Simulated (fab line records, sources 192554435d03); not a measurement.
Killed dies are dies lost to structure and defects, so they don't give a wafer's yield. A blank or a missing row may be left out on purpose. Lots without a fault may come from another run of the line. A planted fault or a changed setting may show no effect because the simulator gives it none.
Chamber matching | flow n5_finfet | N5_BEOL_M6_STRIP_67 on rie_diel-01: 4 sister chambers
The step strips in CF4. 16 wafers are shown with their chamber, then 8 later ones without.

WAFERS WITH THEIR CHAMBER
wafer  | chamber | showerhead_plenum_p_Torr (Torr) | throttle_valve_pct (%) | oes_product_au (a.u.)
L075.1 | 3       | 1.87                            | 13.86                  | 0.81
L075.2 | 1       | 1.74                            | 13.83                  | 0.78
L075.4 | 2       | 1.90                            | 13.12                  | 0.90
L079.4 | 1       | 1.74                            | 13.87                  | 0.77
L079.5 | 3       | 1.87                            | 13.88                  | 0.81
L079.6 | 2       | 1.90                            | 13.17                  | 0.89
L082.1 | 2       | 1.89                            | 13.17                  | 0.87
L082.2 | 3       | 1.87                            | 13.89                  | 0.79
L082.3 | 1       | 1.74                            | 13.87                  | 0.76
L082.4 | 0       | 1.83                            | 13.37                  | 0.92
L082.5 | 1       | 1.74                            | 13.89                  | 0.75
L082.6 | 2       | 1.89                            | 13.17                  | 0.88
L090.1 | 3       | 1.86                            | 13.93                  | 0.78
L090.2 | 0       | 1.83                            | 13.43                  | 0.88
L090.5 | 1       | 1.73                            | 13.93                  | 0.73
L092.1 | 3       | 1.86                            | 13.95                  | 0.78

SIGNATURES (means of the wafers above)
reading                  | chamber 0 | chamber 1 | chamber 2 | chamber 3 | scatter within a chamber
showerhead_plenum_p_Torr | 1.8300    | 1.7380    | 1.8950    | 1.8660    | 0.005
throttle_valve_pct       | 13.4000   | 13.8780   | 13.1575   | 13.9020   | 0.0347
oes_product_au           | 0.9000    | 0.7580    | 0.8850    | 0.7940    | 0.0176
Rule: a wafer's distance from a chamber is the root of the sum, over the readings, of the square of ((its reading less the chamber's mean) divided by the reading's scatter). The wafer belongs to the nearest chamber; if the next one is less than 2 further off, it can't be placed. The scatter: the root of (the sum of the squares of (reading less its chamber's mean) over the shown wafers, divided by (wafers less chambers)).

WAFERS WITHOUT THEIR CHAMBER
wafer  | showerhead_plenum_p_Torr (Torr) | throttle_valve_pct (%) | oes_product_au (a.u.)
L092.3 | 1.83                            | 13.44                  | 0.88
L092.6 | 1.86                            | 13.94                  | 0.78
L097.1 | 1.73                            | 13.98                  | 0.73
L097.2 | 1.86                            | 13.98                  | 0.77
L097.3 | 1.89                            | 13.23                  | 0.84
L097.4 | 1.86                            | 13.95                  | 0.77
L097.5 | 1.73                            | 13.96                  | 0.73
L097.6 | 1.89                            | 13.22                  | 0.83

WHICH CHAMBER EACH WENT THROUGH
wafer  | from the rows above | in truth
L092.3 | 0                   | 0
L092.6 | 3                   | 3
L097.1 | 1                   | 1
L097.2 | 3                   | 3
L097.3 | 2                   | 2
L097.4 | 3                   | 3
L097.5 | 1                   | 1
L097.6 | 2                   | 2
Placed correctly: 8 of 8. Can't be placed from these rows: 0. Placed wrongly: 0.
